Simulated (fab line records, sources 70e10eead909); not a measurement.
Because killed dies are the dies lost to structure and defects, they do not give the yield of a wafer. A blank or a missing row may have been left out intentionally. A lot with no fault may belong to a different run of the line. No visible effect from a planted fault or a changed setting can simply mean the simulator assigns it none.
fab line records	flow nand-harc	part 1 of 2: steps 1 to 25 of 36
record: lots: 5	wafers: 15	last-day: 24
route steps=1159 shown A_STAIRCASE@739 A_SGD_CUT@747
lots with no fault: from the same line, run without faults
start-h: start of the lot's first displayed wafer, in hours after the record's first day	wait-h: hours since the lot's step before	" repeats the value in the row above	L1.1+2: a single row standing in for several wafers	- no value, or no start given	* or withheld: withheld	< > ~ a bound
route shown NAME@n: a module of which the file shows steps, and the number in the route of the first	usual: the fault-free wafers' mean and standard deviation	same: alike in all rows	chamber/n: place in a boat	sites: readings site by site	_std_site: the values' standard deviation	_edge_site: outer sites' mean less inner sites'	radius-mm: for every site, how far away it sits from the centre of the wafer	mask NAME#n: copy n	behind: the tool/chamber that last shaped the wafer	hold: why the lot was held/for how many hours/how that ended	device: names the non-switching transistor (n, p or np)	end of line: tests run on the same wafers once the route is complete	step lacking rows: just its recipe	killed: count of dies lost to structure and defects at first sort (not the wafer's yield)	map: a wafer's dies, marking killed ones x, the rest . and places with no die _
set.NAME: the setting as run; set.NAME@STEP: as run at that earlier step	model.NAME: the simulator's own value behind a step, which no gauge read
a table for each step, a row for each wafer; lots at some steps of the route
services: the hour from which a tool's chamber was out of use, counted from the record's first day as start-h (under 0 if before that day), plus the number of hours and why
== steps ==
step: NHARC_A_STAIRCASE_ETCH_423
recipe: target-depth-a: 300	chemistry: dHF	material: SiO2
lot.wafer	tool	chamber	start-h	wait-h
L074.3+4+5	wet-bench-07	0,1,3	299.14	0.1
L075.3+1+6	wet-bench-03	3,4,7	320.85	0.2
L078.3+5+6	wet-bench-06	6,0,1	337.65	0.2
L084.4+5+3	wet-bench-06	3,5,7	366.72	0.2
L089.5+1+3	wet-bench-03	6,7,1	407.18	0.1
step: NHARC_A_STAIRCASE_ETCHBACK_157
recipe: target-depth-a: 900	over-etch-frac: 0.3	time-s: 167.14	ion-energy-ev: 120	ch3f-flow-sccm: 50	o2-flow-sccm: 30	ar-flow-sccm: 200	rf-w: 500	bias-w: 100	chemistry: CH3F/O2
usual: drypump-motor-current-A: 5.7/0.51	oes-product-au: 0.97/0.033	rf-vpp-V: 243.8/1.8	showerhead-plenum-p-Torr: 2.42/0.11	throttle-valve-pct: 20.663/0.0092
same: over-etch-frac: 0.3
lot.wafer	tool	chamber	start-h	wait-h	drypump-motor-current-A	oes-product-au	rf-hours-counter-h	rf-vpp-V	showerhead-plenum-p-Torr	throttle-valve-pct
L074.3	rie-diel-13	3	299.42	0.3	6.1	1.03	8	242.1	2.29	20.679
L074.4	"	1	"	"	5.8	1.00	7	242.1	2.34	20.664
L074.5	"	3	"	"	6.1	1.02	-	241.6	2.29	20.656
L075.1	rie-diel-04	1	321.07	0.2	4.7	1.00	7	245.6	2.45	20.654
L075.3	"	2	"	"	5.6	0.98	7	244.6	2.49	20.672
L075.6	"	3	"	"	5.6	1.01	-	243.4	2.31	20.663
L078.3	rie-diel-13	2	337.85	0.2	5.2	0.97	20	246.2	2.63	20.659
L078.5	"	2	"	"	5.2	0.96	-	248.6	2.63	20.645
L078.6	"	0	"	"	5.9	0.97	-	244.5	2.44	20.669
L084.4	rie-diel-03	2	366.92	0.2	5.9	1.00	44	242.4	2.28	20.639
L084.3	"	3	"	"	6.2	1.00	45	244.5	2.54	20.662
L084.5	"	1	"	"	6.4	0.99	-	243.3	2.37	20.661
L089.3	rie-diel-04	3	407.42	0.2	5.6	1.01	39	242.6	2.30	20.667
L089.1	"	0	"	"	6.7	0.98	37	245.2	2.49	20.668
L089.5	"	2	"	"	5.6	0.98	-	243.9	2.48	20.651
step: NHARC_A_STAIRCASE_STRIP_475
recipe: time-s: 20	o2-flow-sccm: 500	ar-flow-sccm: 0	bias-w: 0	chemistry: O2
usual: drypump-motor-current-A: 5.7/0.49	oes-product-au: 0.998/0.015	rf-vpp-V: 57.7/0.87	showerhead-plenum-p-Torr: 3.48/0.16	throttle-valve-pct: 17.035/0.0092
lot.wafer	tool	chamber	start-h	wait-h	drypump-motor-current-A	oes-product-au	rf-hours-counter-h	rf-vpp-V	showerhead-plenum-p-Torr	throttle-valve-pct
L074.4	rie-diel-13	0	-	-	6.0	0.994	7	57.5	3.51	17.056
L074.3	"	2	"	"	5.2	0.983	8	58.3	3.77	17.038
L074.5	"	0	"	"	5.9	0.976	-	57.2	3.51	17.053
L075.1	rie-diel-04	0	-	-	6.7	0.986	5	58.6	3.58	17.019
L075.3	"	1	"	"	4.7	1.001	7	60.1	3.52	17.041
L075.6	"	3	"	"	5.6	0.990	-	56.9	3.32	17.020
L078.3	rie-diel-13	3	338.08	0.2	6.1	1.041	20	58.1	3.29	17.023
L078.5	"	3	"	"	6.1	1.034	-	57.4	3.29	17.035
L078.6	"	2	"	"	5.2	0.980	-	57.7	3.76	17.052
L084.3	rie-diel-03	1	-	-	6.4	0.993	49	57.8	3.41	17.024
L084.4	"	3	"	"	6.2	0.990	45	57.5	3.65	17.049
L084.5	"	1	"	"	6.4	0.994	-	56.5	3.41	17.036
L089.3	rie-diel-04	3	-	-	5.6	0.993	39	56.2	3.31	17.040
L089.1	"	2	"	"	5.6	0.991	40	58.2	3.56	17.036
L089.5	"	3	"	"	5.6	1.002	-	58.7	3.31	17.038
step: NHARC_A_STAIRCASE_DEP_471
recipe: target-thk-a: 1000	temp-c: 400	pressure-torr: 6.5	rf-w: 900	teos-flow-sccm: 161.4	flow-sccm: 2650	target-thk-nm: 100	gas: O2	material: SiO2
usual: heater-power-w: 543/97	throttle-valve-pct: 16.3/0.63
lot.wafer	tool	chamber	start-h	wait-h	heater-power-w	throttle-valve-pct
L074.3	pecvd-04	0	299.90	-	343	16.6
L074.5	"	1	"	"	548	15.4
L074.4	"	0	"	"	357	16.5
L075.1	pecvd-04	0	321.40	-	383	16.5
L075.3	"	1	"	"	504	15.1
L075.6	"	1	"	"	494	15.4
L078.3	pecvd-04	2	338.32	-	532	17.2
L078.5	"	2	"	"	547	16.8
L078.6	"	0	"	"	351	16.4
L084.3	pecvd-03	1	367.24	-	613	15.8
L084.4	"	2	"	"	702	16.9
L084.5	"	0	"	"	428	17.0
L089.3	pecvd-04	0	407.69	-	410	16.3
L089.1	"	1	"	"	580	15.4
L089.5	"	2	"	"	412	16.1
step: NHARC_A_STAIRCASE_CMP_472
recipe: material: SiO2
usual: motor-current-A: 12.0/0.88	slurry-filter-dp-kPa: 13.49/0.13
lot.wafer	tool	chamber	start-h	wait-h	motor-current-A	slurry-filter-dp-kPa
L074.4	cmp-02	3	300.15	0.1	12.7	13.45
L074.3	"	0	"	"	12.9	13.50
L074.5	"	2	"	"	11.7	13.62
L075.1	cmp-04	1	321.68	0.2	12.1	13.47
L075.3	"	0	"	"	12.5	13.58
L075.6	"	1	"	"	11.6	13.48
L078.3	cmp-04	1	338.59	0.2	11.9	13.57
L078.6	"	1	"	"	11.8	13.57
L078.5	"	2	"	"	11.2	13.34
L084.3	cmp-02	2	367.46	0.2	13.1	13.68
L084.4	"	3	"	"	13.6	13.62
L084.5	"	3	"	"	13.7	13.45
L089.1	cmp-04	1	407.96	0.2	12.4	13.43
L089.3	"	2	"	"	11.4	13.54
L089.5	"	0	"	"	12.4	13.63
step: NHARC_A_STAIRCASE_SRD_474
lot.wafer	tool	chamber	start-h	wait-h
L074.3+5+4	wet-bench-07	1,4,6	300.39	0.0
L075.6+1+3	wet-bench-07	2,3,5	321.95	0.0
L078.5+3+6	wet-bench-03	4,5,7	338.85	0.0
L084.3+4+5	wet-bench-03	4,5,0	367.72	0.0
L089.5+3+1	wet-bench-07	7,0,1	408.20	0.0
step: NHARC_A_STAIRCASE_INSPECT_155
usual: raw-defect-count: 343/110
lot.wafer	tool	chamber	start-h	wait-h	raw-defect-count
L074.3	defect-inspect-02	-	300.47	0.1	180
L074.4	"	-	"	"	287
L074.5	"	-	"	"	267
L075.1	defect-inspect-02	-	322.02	0.1	230
L075.3	"	-	"	"	246
L075.6	"	-	"	"	264
L078.3	defect-inspect-01	-	338.94	0.1	269
L078.5	"	-	"	"	463
L078.6	"	-	"	"	575
L084.3	defect-inspect-01	-	367.80	0.1	271
L084.4	"	-	"	"	359
L084.5	"	-	"	"	658
L089.1	defect-inspect-02	-	408.28	0.1	334
L089.3	"	-	"	"	594
L089.5	"	-	"	"	415
step: NHARC_A_SGD_CUT_DEP_00
recipe: target-thk-a: 500	temp-c: 400	target-thk-nm: 50	flow-sccm: 200	rf-w: 450	material: SiNx
usual: heater-power-w: 704/96
lot.wafer	tool	chamber	start-h	wait-h	heater-power-w
L074.3	pecvd-01	1	300.68	0.2	785
L074.5	"	1	"	"	787
L074.4	"	0	"	"	796
L075.3	pecvd-04	1	322.09	0.1	668
L075.1	"	0	"	"	512
L075.6	"	0	"	"	519
L078.3	pecvd-01	2	339.00	0.1	609
L078.5	"	2	"	"	615
L078.6	"	0	"	"	767
L084.3	pecvd-01	1	367.87	0.1	863
L084.5	"	2	"	"	727
L084.4	"	0	"	"	701
L089.1	pecvd-04	0	408.37	0.1	471
L089.3	"	1	"	"	646
L089.5	"	2	"	"	667
step: NHARC_A_SGD_CUT_DEHYDRATE_01
recipe: temp-c: 150	time-s: 120
lot.wafer	tool	chamber	start-h	wait-h
L074.3+4+5	litho-track-06	0	300.95	0.2
L075.1+3+6	litho-track-06	0	322.36	0.2
L078.3+5+6	litho-track-01	0	339.28	0.2
L084.3+4+5	litho-track-04	0	368.14	0.2
L089.1+3+5	litho-track-04	0	408.62	0.2
step: NHARC_A_SGD_CUT_HMDS_02
recipe: time-s: 30
lot.wafer	tool	chamber	start-h	wait-h
L074.3+4+5	litho-track-06	0	-	-
L075.1+3+6	litho-track-06	0	-	-
L078.3+5+6	litho-track-01	0	-	-
L084.3+4+5	litho-track-04	0	-	-
L089.1+3+5	litho-track-04	0	-	-
step: NHARC_A_SGD_CUT_COAT_56
recipe: temp-c: 260	time-s: 75
lot.wafer	tool	chamber	start-h	wait-h
L074.3+4+5	litho-track-06	0	-	-
L075.1+3+6	litho-track-06	0	-	-
L078.3+5+6	litho-track-01	0	-	-
L084.3+4+5	litho-track-04	0	-	-
L089.1+3+5	litho-track-04	0	-	-
step: NHARC_A_SGD_CUT_COAT_57
recipe: temp-c: 225	time-s: 65
lot.wafer	tool	chamber	start-h	wait-h
L074.3+4+5	litho-track-06	0	-	-
L075.1+3+6	litho-track-06	0	-	-
L078.3+5+6	litho-track-01	0	-	-
L084.3+4+5	litho-track-04	0	-	-
L089.1+3+5	litho-track-04	0	-	-
step: NHARC_A_SGD_CUT_COAT_03
recipe: spin-rpm: 1500	resist-thk-nm: 90
lot.wafer	tool	chamber	start-h	wait-h
L074.3+4+5	litho-track-06	0	-	-
L075.1+3+6	litho-track-06	0	-	-
L078.3+5+6	litho-track-01	0	-	-
L084.3+4+5	litho-track-04	0	-	-
L089.1+3+5	litho-track-04	0	-	-
step: NHARC_A_SGD_CUT_SOFTBAKE_04
recipe: temp-c: 105	time-s: 55
lot.wafer	tool	chamber	start-h	wait-h
L074.3+4+5	litho-track-06	0	-	-
L075.1+3+6	litho-track-06	0	-	-
L078.3+5+6	litho-track-01	0	-	-
L084.3+4+5	litho-track-04	0	-	-
L089.1+3+5	litho-track-04	0	-	-
step: NHARC_A_SGD_CUT_EBR_05
lot.wafer	tool	chamber	start-h	wait-h
L074.3+4+5	litho-track-06	0	-	-
L075.1+3+6	litho-track-06	0	-	-
L078.3+5+6	litho-track-01	0	-	-
L084.3+4+5	litho-track-04	0	-	-
L089.1+3+5	litho-track-04	0	-	-
step: NHARC_A_SGD_CUT_EXPOSE_06
recipe: na: 1.35	dose-mj: 85.59	mask-id: SGD
lot.wafer	tool	chamber	start-h	wait-h	mask
L074.3+4+5	arfi-scanner-02	0	301.28	-	SGD#0
L075.1+3+6	arfi-scanner-02	0	322.67	-	SGD#0
L078.3+5+6	arfi-scanner-02	0	339.60	-	SGD#0
L084.3+4+5	arfi-scanner-02	0	368.46	-	SGD#0
L089.1+3+5	arfi-scanner-01	0	408.93	-	SGD#0
step: NHARC_A_SGD_CUT_PEB_07
recipe: peb-temp-c: 100	peb-time-s: 65
lot.wafer	tool	chamber	start-h	wait-h
L074.3+4+5	litho-track-06	0	301.33	0.1
L075.1+3+6	litho-track-06	0	322.73	0.1
L078.3+5+6	litho-track-01	0	339.65	0.0
L084.3+4+5	litho-track-04	0	368.51	0.0
L089.1+3+5	litho-track-06	0	408.99	0.1
step: NHARC_A_SGD_CUT_DEVELOP_08
recipe: develop-time-s: 35	dev-temp-c: 23
lot.wafer	tool	chamber	start-h	wait-h
L074.3+4+5	litho-track-06	0	-	-
L075.1+3+6	litho-track-06	0	-	-
L078.3+5+6	litho-track-01	0	-	-
L084.3+4+5	litho-track-04	0	-	-
L089.1+3+5	litho-track-06	0	-	-
step: NHARC_A_SGD_CUT_CD_MEAS_09
recipe: target-cd-nm: 100	landing-energy-ev: 500
usual: cd-nm: 100.0/0.79
lot.wafer	tool	chamber	start-h	wait-h	cd-nm
L074.3	cd-sem-01	0	301.42	-	99.3
L074.4	"	0	"	"	100.1
L074.5	"	0	"	"	99.7
L075.1	cd-sem-03	0	322.81	-	98.6
L075.3	"	0	"	"	98.6
L075.6	"	0	"	"	99.2
L078.3	cd-sem-01	0	339.73	-	99.5
L078.5	"	0	"	"	100.8
L078.6	"	0	"	"	101.6
L084.3	cd-sem-02	0	368.60	-	98.9
L084.4	"	0	"	"	99.0
L084.5	"	0	"	"	99.6
L089.1	cd-sem-01	0	409.07	-	100.0
L089.3	"	0	"	"	99.2
L089.5	"	0	"	"	99.6
step: NHARC_A_SGD_CUT_OVL_MEAS_10
usual: overlay-x-nm: 0.1/0.66	overlay-y-nm: -0.3/0.93
lot.wafer	tool	chamber	start-h	wait-h	overlay-x-nm	overlay-y-nm
L074.3	overlay-02	-	301.51	-	-0.5	0.0
L074.4	"	-	"	"	-0.4	0.6
L074.5	"	-	"	"	0.0	0.1
L075.1	overlay-01	-	322.90	-	0.6	-0.3
L075.3	"	-	"	"	0.5	-0.2
L075.6	"	-	"	"	0.3	-0.1
L078.3	overlay-02	-	339.82	-	0.1	1.1
L078.5	"	-	"	"	0.3	1.3
L078.6	"	-	"	"	0.5	1.0
L084.3	overlay-02	-	368.68	-	0.8	0.2
L084.4	"	-	"	"	0.7	0.3
L084.5	"	-	"	"	0.4	0.0
L089.1	overlay-01	-	409.15	-	-0.1	-1.5
L089.3	"	-	"	"	0.2	-1.2
L089.5	"	-	"	"	-0.2	-1.3
step: NHARC_A_SGD_CUT_INSPECT_11
usual: raw-defect-count: 15/8.2
lot.wafer	tool	chamber	start-h	wait-h	raw-defect-count
L074.3	defect-inspect-01	-	301.55	0.0	4
L074.4	"	-	"	"	4
L074.5	"	-	"	"	4
L075.1	defect-inspect-01	-	322.94	0.0	5
L075.3	"	-	"	"	11
L075.6	"	-	"	"	12
L078.3	defect-inspect-01	-	339.85	0.0	9
L078.5	"	-	"	"	7
L078.6	"	-	"	"	5
L084.3	defect-inspect-01	-	368.72	0.0	30
L084.4	"	-	"	"	25
L084.5	"	-	"	"	26
L089.1	defect-inspect-01	-	409.19	0.0	13
L089.3	"	-	"	"	11
L089.5	"	-	"	"	17
step: NHARC_A_SGD_CUT_DESCUM_14
recipe: time-s: 3	o2-flow-sccm: 200	ar-flow-sccm: 0	bias-power-w: 0	chemistry: O2
usual: drypump-motor-current-A: 5.7/0.38	oes-product-au: 0.996/0.015	rf-vpp-V: 57.8/0.95	showerhead-plenum-p-Torr: 1.90/0.075	throttle-valve-pct: 11.311/0.0094
lot.wafer	tool	chamber	start-h	wait-h	drypump-motor-current-A	oes-product-au	rf-hours-counter-h	rf-vpp-V	showerhead-plenum-p-Torr	throttle-valve-pct
L074.4	rie-diel-02	1	301.61	0.1	6.5	0.989	14	56.9	1.86	11.319
L074.3	"	3	"	"	5.8	1.007	12	57.4	1.93	11.302
L074.5	"	0	"	"	5.8	1.021	-	57.5	2.02	11.309
L075.1	rie-diel-02	0	323.01	0.1	5.8	1.022	17	57.6	2.02	11.304
L075.3	"	2	"	"	5.9	0.989	17	58.4	2.04	11.302
L075.6	"	0	"	"	5.9	1.017	-	59.2	2.02	11.321
L078.3	rie-diel-12	1	339.93	0.1	5.6	1.022	7	56.4	1.92	11.307
L078.5	"	3	"	"	5.1	0.995	-	57.5	1.78	11.308
L078.6	"	0	"	"	5.9	1.016	-	58.2	1.93	11.315
L084.3	rie-diel-02	2	368.78	0.1	6.0	0.982	3	58.6	2.04	11.318
L084.4	"	1	"	"	6.5	0.995	2	58.0	1.86	11.313
L084.5	"	3	"	"	5.8	1.019	-	59.1	1.92	11.290
L089.3	rie-diel-02	2	409.26	0.1	5.9	0.996	6	59.4	2.04	11.305
L089.1	"	3	"	"	5.8	1.010	6	57.7	1.92	11.321
L089.5	"	1	"	"	6.5	0.984	-	58.6	1.85	11.300
step: NHARC_A_SGD_CUT_ETCH_58
recipe: target-depth-a: 390	over-etch-frac: 0.3	time-s: 65	ion-energy-ev: 80	cf4-flow-sccm: 150	ar-flow-sccm: 0	rf-w: 300	bias-w: 100	chemistry: CF4
usual: drypump-motor-current-A: 5.7/0.37	oes-product-au: 0.997/0.013	rf-vpp-V: 151.2/1.2	showerhead-plenum-p-Torr: 1.76/0.063	throttle-valve-pct: 13.283/0.01
same: over-etch-frac: 0.3
lot.wafer	tool	chamber	start-h	wait-h	drypump-motor-current-A	oes-product-au	rf-hours-counter-h	rf-vpp-V	showerhead-plenum-p-Torr	throttle-valve-pct
L074.3	rie-diel-02	3	301.70	0.1	5.8	1.005	12	151.9	1.78	13.279
L074.4	"	0	"	"	5.9	1.019	14	152.7	1.86	13.289
L074.5	"	3	"	"	5.8	1.010	-	150.8	1.78	13.282
L075.1	rie-diel-02	1	323.08	0.1	6.5	0.983	17	151.2	1.72	13.293
L075.3	"	0	"	"	5.8	1.002	17	153.5	1.86	13.300
L075.6	"	2	"	"	5.9	0.983	-	152.5	1.88	13.272
L078.3	rie-diel-12	0	340.00	0.1	5.9	1.011	10	151.4	1.78	13.307
L078.5	"	0	"	"	6.0	1.005	-	153.0	1.78	13.287
L078.6	"	1	"	"	5.7	1.012	-	151.6	1.77	13.275
L084.3	rie-diel-02	0	368.88	0.1	5.8	1.018	3	152.2	1.86	13.291
L084.4	"	1	"	"	6.5	0.997	2	150.9	1.72	13.283
L084.5	"	2	"	"	5.9	0.997	-	152.4	1.88	13.273
L089.1	rie-diel-02	2	409.34	0.1	6.0	0.998	6	150.4	1.87	13.259
L089.3	"	1	"	"	6.5	0.974	6	150.1	1.72	13.306
L089.5	"	3	"	"	5.8	1.003	-	151.9	1.78	13.289
step: NHARC_A_SGD_CUT_ETCH_59
recipe: target-depth-a: 2600	over-etch-frac: 0.25	time-s: 406.25	ion-energy-ev: 200	n2-flow-sccm: 150	h2-flow-sccm: 150	ar-flow-sccm: 0	rf-w: 400	bias-w: 150	chemistry: N2/H2
usual: drypump-motor-current-A: 5.7/0.39	oes-product-au: 0.996/0.013	rf-vpp-V: 430.2/2.4	showerhead-plenum-p-Torr: 2.03/0.083	throttle-valve-pct: 14.171/0.0089
same: over-etch-frac: 0.25
lot.wafer	tool	chamber	start-h	wait-h	drypump-motor-current-A	oes-product-au	rf-hours-counter-h	rf-vpp-V	showerhead-plenum-p-Torr	throttle-valve-pct
L074.3	rie-diel-02	3	-	-	5.8	1.007	12	431.4	2.05	14.178
L074.4	"	1	"	"	6.5	0.989	15	428.4	1.98	14.172
L074.5	"	2	"	"	6.0	0.997	-	433.9	2.18	14.169
L075.3	rie-diel-02	3	-	-	5.8	1.005	16	431.5	2.05	14.152
L075.1	"	0	"	"	5.9	1.021	17	435.3	2.16	14.169
L075.6	"	2	"	"	6.0	0.985	-	434.7	2.18	14.181
L078.3	rie-diel-12	1	-	-	5.6	1.019	7	430.2	2.04	14.176
L078.5	"	0	"	"	5.9	1.015	-	431.4	2.05	14.183
L078.6	"	1	"	"	5.6	1.008	-	431.6	2.04	14.166
L084.4	rie-diel-02	1	-	-	6.5	0.978	2	428.1	1.98	14.167
L084.3	"	0	"	"	5.9	1.001	3	431.9	2.16	14.164
L084.5	"	2	"	"	5.9	0.982	-	434.6	2.18	14.171
L089.3	rie-diel-02	2	-	-	5.9	0.991	6	434.2	2.17	14.160
L089.1	"	0	"	"	5.9	1.002	7	433.3	2.15	14.184
L089.5	"	2	"	"	5.9	0.988	-	432.5	2.18	14.172
step: NHARC_A_SGD_CUT_ETCH_15
recipe: target-depth-a: 750	time-s: 64.3	ch3f-flow-sccm: 50	o2-flow-sccm: 30	ar-flow-sccm: 200	rf-w: 500	bias-w: 100	chemistry: CH3F/O2
usual: drypump-motor-current-A: 5.7/0.38	oes-product-au: 0.962/0.016	rf-vpp-V: 263.6/1.6	showerhead-plenum-p-Torr: 2.44/0.094	throttle-valve-pct: 20.664/0.0092
lot.wafer	tool	chamber	start-h	wait-h	drypump-motor-current-A	oes-product-au	rf-hours-counter-h	rf-vpp-V	showerhead-plenum-p-Torr	throttle-valve-pct
L074.4	rie-diel-02	3	-	-	5.8	0.980	13	264.1	2.48	20.672
L074.3	"	0	"	"	5.9	0.976	15	264.6	2.59	20.653
L074.5	"	0	"	"	5.9	0.976	-	266.4	2.59	20.676
L075.1	rie-diel-02	3	-	-	5.8	0.960	16	264.5	2.47	20.681
L075.3	"	1	"	"	6.5	0.962	17	263.1	2.39	20.668
L075.6	"	2	"	"	5.9	0.963	-	267.0	2.61	20.655
L078.3	rie-diel-12	2	-	-	5.5	0.959	10	262.3	2.39	20.668
L078.5	"	3	"	"	5.1	0.942	-	261.9	2.29	20.660
L078.6	"	0	"	"	5.9	0.968	-	263.3	2.47	20.664
L084.3	rie-diel-02	0	-	-	5.9	0.960	3	266.5	2.59	20.676
L084.4	"	1	"	"	6.5	0.942	3	262.1	2.39	20.664
L084.5	"	2	"	"	5.9	0.930	-	265.6	2.61	20.676
L089.3	rie-diel-02	1	-	-	6.5	0.939	7	261.9	2.39	20.658
L089.1	"	3	"	"	5.8	0.981	6	264.9	2.47	20.659
L089.5	"	0	"	"	5.9	0.981	-	265.9	2.59	20.662
